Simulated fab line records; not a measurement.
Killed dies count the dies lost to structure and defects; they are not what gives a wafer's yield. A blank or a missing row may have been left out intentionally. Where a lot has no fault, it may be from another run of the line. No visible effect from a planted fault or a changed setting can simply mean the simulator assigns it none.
fab line records	flow n5_finfet
[record] lots = 7	wafers = 39
route steps=1938 shown FIN_SAQP@102 MOL_CONTACT_COAG@547 BEOL_M3@993 BEOL_M5@1129 BEOL_M10@1470 BEOL_M11@1575 PASSIVATION@1930
start_h: start of the lot's first displayed wafer, in hours after the record's first day	wait_h: hours since the lot's step before	" as in the row above	L1.1+2: a single row standing in for several wafers	- no value, or no start was given	* or withheld: withheld	< > ~ a bound
route shown NAME@n: a module of which the file shows steps, and the number in the route of the first	usual: the fault-free wafers' mean and standard deviation	same: alike in all rows	chamber/n: place in a boat	sites: the reading at each site	_std_site: the standard deviation of these	_edge_site: mean of outer sites minus mean of inner sites	radius_mm: for every site, how far away it sits from the centre of the wafer	mask NAME#n: copy n	behind: the last tool/chamber to shape the wafer	hold: reason for holding the lot/hours on hold/outcome of the hold	device: names the non-switching transistor (n, p or np)	end of line: tests run on the same wafers once the route is complete	a step given without rows: its recipe and nothing more	killed: the dies lost at the first sort to structure and to defects; this is not the yield of the wafer	map: per-die view of a wafer (x killed, . not killed, _ where there is no die)
set.NAME: the setting the step ran with; set.NAME@STEP: the setting that earlier step ran with	model.NAME: the simulator's own value behind a step, which no gauge read
lots whose settings were changed on purpose; a table a step, a row a wafer
[[steps]]
[step N5_FIN_SAQP_HM_DEP_72]
[recipe] material = SiO2	target_thk_a = 120	temp_c = 400	precursor = SiH4/N2O	pressure_torr = 0.75	rf_w = 275	time_s = 7.2
lot.wafer	tool	chamber	start_h	wait_h	set.target_thk_a	model.SiO2_of_FIN_SAQP_HM_DEP_72.thk_nm
L081.1	pecvd-03	1	63.92	0.0	120	11.78
L081.2	"	0	"	"	156.9	15.32
L081.3	"	2	"	"	156.9	15.39
L081.4	"	0	"	"	120	12.02
L081.5	"	2	"	"	156.9	15.5
L081.6	"	1	"	"	120	11.9
L084.1	pecvd-02	0	82.09	0.0	120	11.57
L084.2	"	2	"	"	82.26	7.899
L084.3	"	1	"	"	120	11.75
L084.4	"	2	"	"	120	11.88
L084.5	"	1	"	"	82.26	8.118
L084.6	"	0	"	"	82.26	8.004
L085.1	pecvd-01	0	87.84	0.0	120	12.04
L085.2	"	2	"	"	120	11.84
L085.3	"	0	"	"	120	12.19
L085.4	"	2	"	"	120	11.96
L085.5	"	2	"	"	120	11.91
L085.6	"	0	"	"	120	12.17
L087.1	pecvd-03	0	100.98	0.0	120	12.19
L087.2	"	1	"	"	120	12.21
L087.3	"	2	"	"	120	12.14
L087.4	"	0	"	"	120	12.3
L087.5	"	1	"	"	120	12.23
L087.6	"	2	"	"	120	12.1
L090.1	pecvd-01	0	117.99	0.0	89.32	9.103
L090.2	"	1	"	"	120	11.98
L090.3	"	2	"	"	89.32	8.869
L090.4	"	1	"	"	120	12.3
L090.5	"	0	"	"	89.32	9.281
L090.6	"	2	"	"	120	12.04
L092.1	pecvd-03	2	130.27	0.0	120	12.08
L092.2	"	0	"	"	191.3	19.13
L092.3	"	1	"	"	191.3	19.15
L092.4	"	1	"	"	191.3	19.36
L092.5	"	0	"	"	120	12.2
L092.6	"	2	"	"	120	11.99
L097.1	pecvd-02	2	159.27	0.0	120	11.8
L097.4	"	2	"	"	120	11.96
L097.5	"	0	"	"	120	12.03
[step N5_FIN_SAQP_COAT_49]
[recipe] resist = SOC	temp_c = 250	time_s = 60	spin_rpm = 1500	resist_thk_nm = 100
[step N5_FIN_SAQP_COAT_50]
[recipe] resist = SiARC	temp_c = 220	time_s = 60	spin_rpm = 1500	resist_thk_nm = 35
[step N5_FIN_SAQP_ETCH_52]
[recipe] chemistry = N2/H2	target = SOC	target_depth_a = 1000	overetch_a = 200	mask_material = SiARC	temp_c = 40	time_s = 150	ion_energy_ev = 200	pressure_mtorr = 30	source_w = 840	bias_w = 150	n2_flow_sccm = 200	h2_flow_sccm = 200	ends = end_point
[step N5_FIN_SAQP_STRIP_53]
[recipe] chemistry = N2/H2	temp_c = 40	n2_flow_sccm = 200	h2_flow_sccm = 200	rf_frequency_hz = 6e+07
[step N5_FIN_SAQP_HM_OPEN_73]
[recipe] chemistry = CHF3/O2	target = SiO2	stop_on = a-Si	target_depth_a = 120	over_etch_frac = 1.8	mask_material = SOC	time_s = 16.8	pressure_mtorr = 30	source_w = 650	bias_w = 170	Ar_flow_sccm = 200	CHF3_flow_sccm = 50	O2_flow_sccm = 5	ion_energy_ev = 200	ends = end_point
lot.wafer	tool	chamber	start_h	wait_h	set.target_thk_a@FIN_SAQP_HM_DEP_72	model.etch.depth_nm
L081.1	rie_diel-02	3	64.67	0.0	120	11.78
L081.2	"	1	"	"	156.9	15.32
L081.3	"	2	"	"	156.9	15.39
L081.4	"	0	"	"	120	12.02
L081.5	"	0	"	"	156.9	15.5
L081.6	"	1	"	"	120	11.9
L084.1	rie_diel-06	0	82.93	0.0	120	11.57
L084.2	"	1	"	"	82.26	7.899
L084.3	"	3	"	"	120	11.75
L084.4	"	2	"	"	120	11.88
L084.5	"	1	"	"	82.26	8.118
L084.6	"	0	"	"	82.26	8.004
L085.1	rie_diel-02	0	89.00	0.0	120	12.04
L085.2	"	1	"	"	120	11.84
L085.3	"	3	"	"	120	12.19
L085.4	"	2	"	"	120	11.96
L085.5	"	1	"	"	120	11.91
L085.6	"	2	"	"	120	12.17
L087.1	rie_diel-01	2	101.68	0.0	120	12.19
L087.2	"	1	"	"	120	12.21
L087.3	"	3	"	"	120	12.14
L087.4	"	0	"	"	120	12.3
L087.5	"	3	"	"	120	12.23
L087.6	"	0	"	"	120	12.1
L090.1	rie_diel-02	2	118.73	0.0	89.32	9.103
L090.2	"	3	"	"	120	11.98
L090.3	"	0	"	"	89.32	8.869
L090.4	"	1	"	"	120	12.3
L090.5	"	0	"	"	89.32	9.281
L090.6	"	1	"	"	120	12.04
L092.1	rie_diel-01	1	130.88	0.0	120	12.08
L092.2	"	0	"	"	191.3	19.13
L092.3	"	2	"	"	191.3	19.15
L092.4	"	1	"	"	191.3	19.36
L092.5	"	2	"	"	120	12.2
L092.6	"	0	"	"	120	11.99
L097.1	rie_diel-02	1	160.01	0.0	120	11.8
L097.4	"	3	"	"	120	11.96
L097.5	"	3	"	"	120	12.03
[step N5_MOL_CONTACT_COAG_SPUTTER_143]
[recipe] material = Co	target_thk_a = 25	temp_c = 25	chamber_pressure_pa = 0.2
lot.wafer	tool	chamber	start_h	wait_h	set.target_thk_a	model.Co_of_MOL_CONTACT_COAG_SPUTTER_143.thk_nm
L081.1+2	pvd_sputter-01	-	133.41	0.0	36.26	3.6
L081.3+5+6	"	-	"	"	25	2.4
L081.4	"	-	"	"	36.26	3.4
L084.1+2+3+4+5+6	pvd_sputter-02	-	149.55	0.0	25	2.4
L085.1+4+6	pvd_sputter-02	-	158.17	0.0	15.37	1.6
L085.2	"	-	"	"	25	2.4
L085.3+5	"	-	"	"	25	2.6
L087.1	pvd_sputter-01	-	170.62	0.0	25	2.6
L087.2+4+6	"	-	"	"	39.09	3.8
L087.3+5	"	-	"	"	25	2.4
L090.1	pvd_sputter-03	-	188.51	0.1	30.65	2.8
L090.2+3	"	-	"	"	30.65	3
L090.4+5+6	"	-	"	"	25	2.4
L092.1+5	pvd_sputter-03	-	200.31	0.1	19.34	2
L092.2	"	-	"	"	19.34	1.8
L092.3+4+6	"	-	"	"	25	2.6
L097.1+4+5	pvd_sputter-01	-	230.37	0.0	25	2.4
[step N5_BEOL_M3_CVD_47]
[recipe] material = Co	target_thk_a = 30	temp_c = withheld	precursor = CCTBA/H2	pressure_torr = 30	time_s = 223.8
lot.wafer	tool	chamber	start_h	wait_h	set.target_thk_a	model.Co_of_BEOL_M3_CVD_47.thk_nm
L081.1+5	cvd_co-02	1	211.59	0.0	14.9	1.4
L081.2	"	2	"	"	14.9	1.6
L081.3+6	"	0,2	"	"	30	3
L081.4	"	0	"	"	30	3.2
L084.1+3+6	cvd_co-02	1,0,2	224.52	0.1	22.4	2.2
L084.2+4	"	2,0	"	"	30	3
L084.5	"	1	"	"	30	2.8
L087.1+5	cvd_co-01	0	233.17	0.0	30	3
L087.2	"	1	"	"	38.54	4
L087.3+6	"	2	"	"	38.54	3.8
L087.4	"	1	"	"	30	3.2
L085.1+2+5	cvd_co-01	1,2,2	246.80	0.0	30	3.2
L085.3+4+6	"	0,1,0	"	"	30	3
L090.1+2+5	cvd_co-01	1,2,0	267.02	0.0	30	3
L090.3+4+6	"	0,2,1	"	"	37.79	3.8
L092.1+3	cvd_co-01	1,2	267.82	0.3	24.15	2.6
L092.2+4	"	0,1	"	"	30	3.2
L092.5	"	2	"	"	30	3
L092.6	"	0	"	"	24.15	2.4
L097.1+4+5	cvd_co-01	0,2,0	303.70	0.3	30	3
[step N5_BEOL_M5_DESCUM_16]
[recipe] chemistry = O2	time_s = 7	source_power_w = 50	bias_power_w = 20	pressure_mtorr = 20	rf_frequency_hz = 2.712e+07	temp_c = 40	resist = CAR-EUV	o2_flow_sccm = 225
lot.wafer	tool	chamber	start_h	wait_h	set.time_s	model.CAR-EUV_of_BEOL_M5_COAT_05.thk_nm	model.BEOL_M5.cd_nm
L081.1+2	rie_diel-03	0,1	227.69	0.0	7	26	28
L081.3	"	2	"	"	7	26.2	28
L081.4+6	"	3	"	"	3.984	27.6	27.8
L081.5	"	0	"	"	3.984	27.6	27.6
L084.1+4+5+6	rie_diel-03	2,1,3,2	246.87	0.2	7	26.2	28
L084.2	"	3	"	"	7	26	28
L084.3	"	0	"	"	7	26.2	28.2
L087.1+4+6	rie_diel-04	3,0,2	249.75	0.4	3.255	28	27.6
L087.2	"	1	"	"	7	26.2	27.8
L087.3	"	2	"	"	7	26.2	28
L087.5	"	1	"	"	7	26.2	28.2
L085.1+2	rie_diel-04	2,0	266.70	0.4	7	26	28.2
L085.3+6	"	3	"	"	3.614	27.8	27.6
L085.4	"	1	"	"	7	26.2	28.2
L085.5	"	2	"	"	3.614	27.8	27.8
L090.1+4	rie_diel-04	0,2	286.24	0.0	7	26	28
L090.2+3+5	"	1,3,2	"	"	7	26.2	28
L090.6	"	1	"	"	7	26.2	28.2
L092.1+4	rie_diel-03	2,0	289.96	0.0	7	26.2	28.2
L092.2	"	3	"	"	7	26	28.2
L092.3	"	1	"	"	4.418	27.4	27.6
L092.5+6	"	0,3	"	"	4.418	27.4	27.8
L097.1+4+5	rie_diel-05	1,2,3	325.78	0.0	7	26.2	28
[step N5_BEOL_M5_ETCH_72]
[recipe] chemistry = N2/H2	target = underlayer	target_depth_a = 65	mask_material = CAR-EUV	time_s = 5.2	ion_energy_ev = 200	pressure_mtorr = 30	source_w = 840	bias_w = 150	n2_flow_sccm = 200	h2_flow_sccm = 200	ends = cleared
lot.wafer	tool	chamber	start_h	wait_h	set.time_s@BEOL_M5_DESCUM_16	model.BEOL_M5.cd_nm
L081.1+2+3	rie_diel-03	0,1,2	227.72	0.0	7	28.2
L081.4+5+6	"	3,0,3	"	"	3.984	27.8
L084.1+5+6	rie_diel-03	2,3,2	246.90	0.0	7	28
L084.2+3+4	"	3,0,1	"	"	7	28.2
L087.1+6	rie_diel-04	3,2	249.79	0.0	3.255	27.6
L087.2	"	1	"	"	7	27.8
L087.3	"	2	"	"	7	28
L087.4	"	0	"	"	3.255	27.4
L087.5	"	1	"	"	7	28.2
L085.1	rie_diel-04	2	266.74	0.0	7	28.4
L085.2+4	"	0,1	"	"	7	28.2
L085.3	"	3	"	"	3.614	27.6
L085.5+6	"	2,3	"	"	3.614	27.8
L090.1+2+4	rie_diel-04	0,1,2	286.28	0.0	7	28
L090.3	"	3	"	"	7	27.8
L090.5+6	"	2,1	"	"	7	28.2
L092.1	rie_diel-03	2	290.00	0.0	7	28
L092.2+4	"	3,0	"	"	7	28.2
L092.3	"	1	"	"	4.418	27.6
L092.5+6	"	0,3	"	"	4.418	27.8
L097.1	rie_diel-05	1	325.81	0.0	7	28.2
L097.4+5	"	2,3	"	"	7	28
[step N5_BEOL_M10_ILD_DEP_00]
[recipe] material = SiCOH_lowk	target_thk_a = 3085.1	temp_c = 300	precursor = DEMS/porogen	pressure_torr = 5	rf_w = 500	time_s = 58
lot.wafer	tool	chamber	start_h	wait_h	set.target_thk_a	model.SiCOH_lowk_of_BEOL_M10_ILD_DEP_00.thk_nm
L081.1	pecvd-01	0	267.56	0.0	3085.1	309
L081.2	"	1	"	"	3085.1	310.2
L081.3	"	1	"	"	3085.1	314.4
L081.4	"	0	"	"	3085.1	314
L081.5	"	0	"	"	3085.1	318.6
L081.6	"	1	"	"	3085.1	312.8
L084.1	pecvd-02	1	296.68	0.0	2250	224.4
L084.2	"	2	"	"	2250	226.8
L084.3	"	0	"	"	2250	225.4
L084.4	"	1	"	"	3085.1	309.8
L084.5	"	0	"	"	3085.1	312.8
L084.6	"	2	"	"	3085.1	314
L087.1	pecvd-01	1	296.77	0.0	3085.1	307.2
L087.2	"	2	"	"	3085.1	312.6
L087.3	"	0	"	"	3085.1	309
L087.4	"	2	"	"	3085.1	312.2
L087.5	"	0	"	"	3085.1	314.4
L087.6	"	1	"	"	3085.1	310.4
L085.1	pecvd-03	0	313.31	0.0	4018	396
L085.2	"	2	"	"	4018	395.4
L085.3	"	1	"	"	4018	399
L085.4	"	1	"	"	3085.1	309.8
L085.5	"	2	"	"	3085.1	307.6
L085.6	"	0	"	"	3085.1	310
L090.1	pecvd-01	0	335.01	0.0	3085.1	310.4
L090.2	"	2	"	"	3085.1	311.8
L090.3	"	1	"	"	3085.1	311.2
L090.4	"	0	"	"	3085.1	315.4
L090.5	"	1	"	"	3085.1	316
L090.6	"	2	"	"	3085.1	316.2
L092.1	pecvd-02	1	341.23	0.0	3085.1	307.4
L092.2	"	0	"	"	1865	184.6
L092.3	"	2	"	"	3085.1	308.2
L092.4	"	1	"	"	3085.1	310.6
L092.5	"	0	"	"	1865	183.4
L092.6	"	2	"	"	1865	188.6
L097.1	pecvd-02	1	373.58	0.0	3085.1	305.8
L097.4	"	0	"	"	3085.1	311.8
L097.5	"	1	"	"	3085.1	311.2
[step N5_BEOL_M10_CURE_71]
[recipe] temp_c = 385	time_s = 240	ambient = He/Ar	material = SiCOH_lowk
lot.wafer	tool	chamber	start_h	wait_h	set.target_thk_a@BEOL_M10_ILD_DEP_00	model.SiCOH_lowk_of_BEOL_M10_ILD_DEP_00.thk_nm
L081.1	uv_cure-03	0	267.66	0.1	3085.1	268.4
L081.2	"	0	"	"	3085.1	269.6
L081.3	"	0	"	"	3085.1	273.2
L081.4	"	0	"	"	3085.1	272.8
L081.5	"	0	"	"	3085.1	277
L081.6	"	0	"	"	3085.1	271.8
L084.1	uv_cure-02	0	296.76	0.0	2250	194
L084.2	"	0	"	"	2250	196
L084.3	"	0	"	"	2250	194.8
L084.4	"	0	"	"	3085.1	269.2
L084.5	"	0	"	"	3085.1	271.8
L084.6	"	0	"	"	3085.1	272.8
L087.1	uv_cure-03	0	296.85	0.0	3085.1	266.8
L087.2	"	0	"	"	3085.1	271.6
L087.3	"	0	"	"	3085.1	268.4
L087.4	"	0	"	"	3085.1	271.2
L087.5	"	0	"	"	3085.1	273.2
L087.6	"	0	"	"	3085.1	269.8
L085.1	uv_cure-01	0	313.39	0.0	4018	345.8
L085.2	"	0	"	"	4018	345.2
L085.3	"	0	"	"	4018	348.4
L085.4+6	"	0	"	"	3085.1	269.2
L085.5	"	0	"	"	3085.1	267.2
L090.1	uv_cure-01	1	335.09	0.0	3085.1	269.6
L090.2	"	1	"	"	3085.1	271
L090.3	"	1	"	"	3085.1	270.4
L090.4	"	1	"	"	3085.1	274
L090.5	"	1	"	"	3085.1	274.6
L090.6	"	1	"	"	3085.1	274.8
L092.1	uv_cure-01	1	341.30	0.0	3085.1	267
L092.2	"	1	"	"	1865	159.2
L092.3	"	1	"	"	3085.1	267.6
L092.4	"	1	"	"	3085.1	269.8
L092.5	"	1	"	"	1865	158.2
L092.6	"	1	"	"	1865	162.6
L097.1	uv_cure-03	2	373.65	0.0	3085.1	265.6
L097.4	"	2	"	"	3085.1	271
L097.5	"	2	"	"	3085.1	270.4
[step N5_BEOL_M10_THK_MEAS_01]
[recipe] reads = SiCOH_lowk_of_BEOL_M10_ILD_DEP_00
[usual] M10_ILD_THK = 269/3.3
lot.wafer	tool	chamber	start_h	wait_h	set.target_thk_a@BEOL_M10_ILD_DEP_00	M10_ILD_THK[nm]
L081.1	film_metro-01	-	268.17	0.4	3085.1	268
L081.2	"	-	"	"	3085.1	269
L081.3	"	-	"	"	3085.1	273
L081.4	"	-	"	"	3085.1	273
L081.5	"	-	"	"	3085.1	277
L081.6	"	-	"	"	3085.1	272
L084.1	film_metro-01	-	297.27	0.4	2250	194
L084.2	"	-	"	"	2250	196
L084.3	"	-	"	"	2250	195
L084.4	"	-	"	"	3085.1	269
L084.5	"	-	"	"	3085.1	272
L084.6	"	-	"	"	3085.1	273
L087.1	film_metro-01	-	297.36	0.4	3085.1	267
L087.2	"	-	"	"	3085.1	272
L087.3	"	-	"	"	3085.1	268
L087.4	"	-	"	"	3085.1	271
L087.5	"	-	"	"	3085.1	273
L087.6	"	-	"	"	3085.1	270
L085.1	film_metro-01	-	313.90	0.4	4018	346
L085.2	"	-	"	"	4018	345
L085.3	"	-	"	"	4018	349
L085.4	"	-	"	"	3085.1	269
L085.5	"	-	"	"	3085.1	267
L085.6	"	-	"	"	3085.1	269
L090.1	film_metro-02	-	335.60	0.4	3085.1	270
L090.2	"	-	"	"	3085.1	271
L090.3	"	-	"	"	3085.1	270
L090.4	"	-	"	"	3085.1	274
L090.5	"	-	"	"	3085.1	275
L090.6	"	-	"	"	3085.1	275
L092.1	film_metro-01	-	341.82	0.4	3085.1	267
L092.2	"	-	"	"	1865	159
L092.3	"	-	"	"	3085.1	268
L092.4	"	-	"	"	3085.1	270
L092.5	"	-	"	"	1865	158
L092.6	"	-	"	"	1865	163
L097.1	film_metro-01	-	374.17	0.4	3085.1	266
L097.4	"	-	"	"	3085.1	271
L097.5	"	-	"	"	3085.1	270
[step N5_BEOL_M11_VIA_ETCH_34]
[recipe] chemistry = C4F6/O2	target = SiCOH_lowk	target_depth_a = 1845	mask_material = SOC	taper_deg = 4	time_s = 69.2	ion_energy_ev = 250	pressure_mtorr = 30	source_w = 345	bias_w = 185	Ar_flow_sccm = 300	C4F6_flow_sccm = 10	O2_flow_sccm = 10
lot.wafer	tool	chamber	start_h	wait_h	set.target_depth_a	model.etch.depth_nm	model.SOC_of_BEOL_M11_COAT_63.thk_nm
L081.1	rie_diel-04	3	282.26	0.0	1845	179.1	92.2
L081.2	"	1	"	"	1267	128	94.4
L081.3	"	0	"	"	1267	125.5	94.4
L081.4	"	2	"	"	1267	128	94.6
L081.5	"	2	"	"	1845	186.9	92.2
L081.6	"	3	"	"	1845	179.8	92.2
L084.1	rie_diel-03	3	311.10	0.0	1845	188.8	92.2
L084.2	"	2	"	"	2674	270.6	88.6
L084.3	"	1	"	"	1845	185.4	92.4
L084.4	"	0	"	"	1845	185.2	92.2
L084.5	"	2	"	"	2674	271.9	88.6
L084.6	"	3	"	"	2674	272.5	88.6
L087.1	rie_diel-03	0	313.52	0.0	2851	282.2	87.6
L087.2	"	3	"	"	1845	187.3	91.6
L087.3	"	2	"	"	1845	185.4	91.6
L087.4	"	1	"	"	1845	182	92
L087.5	"	2	"	"	2851	286.3	87.4
L087.6	"	1	"	"	2851	282.1	87.8
L085.1	rie_diel-03	0	324.76	0.0	2471	243.9	89.6
L085.2	"	2	"	"	1845	186.2	92.4
L085.3	"	3	"	"	2471	250.4	89.6
L085.4	"	0	"	"	2471	244	89.8
L085.5	"	3	"	"	1845	187.4	92.2
L085.6	"	2	"	"	1845	184.1	92.2
L090.1	rie_diel-03	1	353.43	0.0	1845	186.8	91.6
L090.2	"	3	"	"	980.3	100	95.6
L090.3	"	0	"	"	1845	182.8	92
L090.4	"	2	"	"	980.3	98.65	95.8
L090.5	"	1	"	"	1845	185.7	91.6
L090.6	"	2	"	"	980.3	98.26	95.4
L092.1	rie_diel-04	0	356.87	0.0	1845	183.7	91.8
L092.2	"	3	"	"	1845	180.2	92.2
L092.3	"	1	"	"	1845	185.4	92
L092.4	"	2	"	"	1845	187	91.4
L092.5	"	2	"	"	1845	185.9	92.4
L092.6	"	1	"	"	1845	185.4	91.8
L097.1	rie_diel-03	2	387.82	0.0	1845	185.5	91.6
L097.4	"	0	"	"	1845	184.6	91.8
L097.5	"	1	"	"	1845	186.1	91.4
[step N5_PASSIVATION_ETCH_54]
[recipe] chemistry = CHF3/O2	target = SiO2	target_depth_a = 8800	CHF3_flow_sccm = 50	O2_flow_sccm = 5	Ar_flow_sccm = 200	time_s = 440	mask_material = PR	pressure_mtorr = 30	source_w = 650	bias_w = 170	ion_energy_ev = 200
lot.wafer	tool	chamber	start_h	wait_h	set.target_depth_a	model.etch.depth_nm	model.PASSIVATION.feature_depth_nm
L081.1	rie_diel-02	3	322.02	0.1	8800	878.8	878.8
L081.2	"	2	"	"	13070	1328	1328
L081.3	"	1	"	"	13070	1301	1301
L081.4	"	0	"	"	8800	875.3	875.2
L081.5	"	3	"	"	8800	867.4	867.4
L081.6	"	0	"	"	13070	1310	1310
L084.1	rie_diel-06	0	351.67	0.1	8800	870.5	870.6
L084.2	"	2	"	"	13240	1355	1355
L084.3	"	3	"	"	13240	1326	1326
L084.4	"	1	"	"	8800	889.8	889.8
L084.5	"	2	"	"	8800	906.2	906.2
L084.6	"	1	"	"	13240	1335	1335
L087.1	rie_diel-02	2	352.03	0.1	8800	892.2	892.2
L087.2	"	1	"	"	4215	414.2	414.2
L087.3	"	0	"	"	4215	423.2	423.2
L087.4	"	1	"	"	8800	857.9	858
L087.5	"	2	"	"	4215	422.7	422.8
L087.6	"	0	"	"	8800	877.3	877.4
L085.1	rie_diel-02	0	368.46	0.1	8800	880.2	880.2
L085.2	"	1	"	"	8800	864.6	864.6
L085.3	"	2	"	"	8800	888.2	888.2
L085.4	"	3	"	"	8800	891.6	891.6
L085.5	"	1	"	"	8800	875.5	875.6
L085.6	"	0	"	"	8800	881	881
L090.1	rie_diel-02	2	396.13	0.1	4554	460.4	460.4
L090.2	"	1	"	"	8800	872.1	872.2
L090.3	"	3	"	"	4554	463.4	463.4
L090.4	"	0	"	"	8800	886.6	886.6
L090.5	"	0	"	"	8800	889	889
L090.6	"	3	"	"	4554	463.2	463.2
L092.1	rie_diel-06	2	398.44	0.1	8800	881.2	881.2
L092.2	"	1	"	"	8800	869.7	869.8
L092.3	"	3	"	"	11190	1107	1107
L092.4	"	0	"	"	8800	871.6	871.6
L092.5	"	3	"	"	11190	1108	1108
L092.6	"	2	"	"	11190	1122	1122
L097.1	rie_diel-01	0	429.29	0.1	8800	892.5	892.6
L097.4	"	1	"	"	8800	860.9	860.8
L097.5	"	2	"	"	8800	886.7	886.6
[[key]]
[split] step = N5_FIN_SAQP_HM_DEP_72	setting = target_thk_a	stated = 120	by = wafer
[response] step = N5_FIN_SAQP_HM_DEP_72	reading = model.SiO2_of_FIN_SAQP_HM_DEP_72.thk_nm	change = +0.119	per = 1%	r = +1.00
[response] step = N5_FIN_SAQP_HM_OPEN_73	reading = model.etch.depth_nm	change = +0.119	per = 1%	r = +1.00
[split] step = N5_MOL_CONTACT_COAG_SPUTTER_143	setting = target_thk_a	stated = 25	by = wafer
[response] step = N5_MOL_CONTACT_COAG_SPUTTER_143	reading = model.Co_of_MOL_CONTACT_COAG_SPUTTER_143.thk_nm	change = +0.0245	per = 1%	r = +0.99
[split] step = N5_BEOL_M3_CVD_47	setting = target_thk_a	stated = 30	by = wafer
[response] step = N5_BEOL_M3_CVD_47	reading = model.Co_of_BEOL_M3_CVD_47.thk_nm	change = +0.0306	per = 1%	r = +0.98
[split] step = N5_BEOL_M5_DESCUM_16	setting = time_s	stated = 7	by = wafer
[response] step = N5_BEOL_M5_DESCUM_16	reading = model.CAR-EUV_of_BEOL_M5_COAT_05.thk_nm	change = -0.0348	per = 1%	r = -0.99
[response] step = N5_BEOL_M5_DESCUM_16	reading = model.BEOL_M5.cd_nm	change = +0.00902	per = 1%	r = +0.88
[response] step = N5_BEOL_M5_ETCH_72	reading = model.BEOL_M5.cd_nm	change = +0.00983	per = 1%	r = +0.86
[split] step = N5_BEOL_M10_ILD_DEP_00	setting = target_thk_a	stated = 3085.1	by = wafer
[response] step = N5_BEOL_M10_ILD_DEP_00	reading = model.SiCOH_lowk_of_BEOL_M10_ILD_DEP_00.thk_nm	change = +3.07	per = 1%	r = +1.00
[response] step = N5_BEOL_M10_CURE_71	reading = model.SiCOH_lowk_of_BEOL_M10_ILD_DEP_00.thk_nm	change = +2.71	per = 1%	r = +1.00
[response] step = N5_BEOL_M10_THK_MEAS_01	reading = M10_ILD_THK	change = +2.71	per = 1%	r = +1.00
[split] step = N5_BEOL_M11_VIA_ETCH_34	setting = target_depth_a	stated = 1845	by = wafer
[response] step = N5_BEOL_M11_VIA_ETCH_34	reading = model.etch.depth_nm	change = +1.82	per = 1%	r = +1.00
[response] step = N5_BEOL_M11_VIA_ETCH_34	reading = model.SOC_of_BEOL_M11_COAT_63.thk_nm	change = -0.0784	per = 1%	r = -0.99
[split] step = N5_PASSIVATION_ETCH_54	setting = target_depth_a	stated = 8800	by = wafer
[response] step = N5_PASSIVATION_ETCH_54	reading = model.etch.depth_nm	change = +8.85	per = 1%	r = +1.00
[response] step = N5_PASSIVATION_ETCH_54	reading = model.PASSIVATION.feature_depth_nm	change = +8.85	per = 1%	r = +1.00
